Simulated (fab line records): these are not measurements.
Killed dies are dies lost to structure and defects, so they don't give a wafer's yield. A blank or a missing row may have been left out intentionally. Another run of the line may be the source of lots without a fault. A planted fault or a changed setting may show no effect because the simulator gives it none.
Chamber matching | flow nand harc | NHARC_A_STAIRCASE_DESCUM_252 on rie diel-11: 4 sister chambers
The step chemistry O2, time 3 s. 4 wafers are shown with their chamber, then 12 later ones without.

## EACH WAFER AND ITS CHAMBER
wafer  | chamber | drypump motor current A (A)
L083.5 | 3       | 5.90
L087.1 | 2       | 5.94
L093.4 | 0       | 6.17
L093.6 | 1       | 5.49

## WAFERS WHOSE CHAMBER IS MISSING
wafer  | drypump motor current A (A)
L094.1 | 5.87
L094.3 | 6.21
L094.4 | 5.47
L095.1 | 6.21
L095.4 | 5.91
L095.5 | 5.90
L097.2 | 6.23
L097.4 | 5.89
L097.5 | 6.20
L096.2 | 5.46
L096.3 | 5.91
L096.5 | 5.94

## CHAMBER TAKEN BY EACH
wafer  | from the rows above     | in truth
L094.1 | can't be placed: 3 or 2 | 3
L094.3 | 0                       | 0
L094.4 | 1                       | 1
L095.1 | 0                       | 0
L095.4 | can't be placed: 3 or 2 | 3
L095.5 | can't be placed: 3 or 2 | 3
L097.2 | 0                       | 0
L097.4 | can't be placed: 3 or 2 | 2
L097.5 | 0                       | 0
L096.2 | 1                       | 1
L096.3 | can't be placed: 3 or 2 | 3
L096.5 | can't be placed: 2 or 3 | 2
Correctly placed: 6 of 12. These rows do not allow placing 6 (true chamber among the candidates in 6). Number placed wrongly: 0.
How it was worked out, from the rows above alone: a wafer's distance from a chamber is the root of the sum, over the readings, of the square of ((its reading less the chamber's mean) divided by the reading's scatter). If the next closest chamber is less than 2 further off than the closest, the wafer can't be placed; otherwise it belongs to the closest. For every chamber, the mean is computed from those of its wafers that are shown. The scatter: root of mean squared gap, hidden wafer to nearest shown wafer, with one shown wafer a chamber.
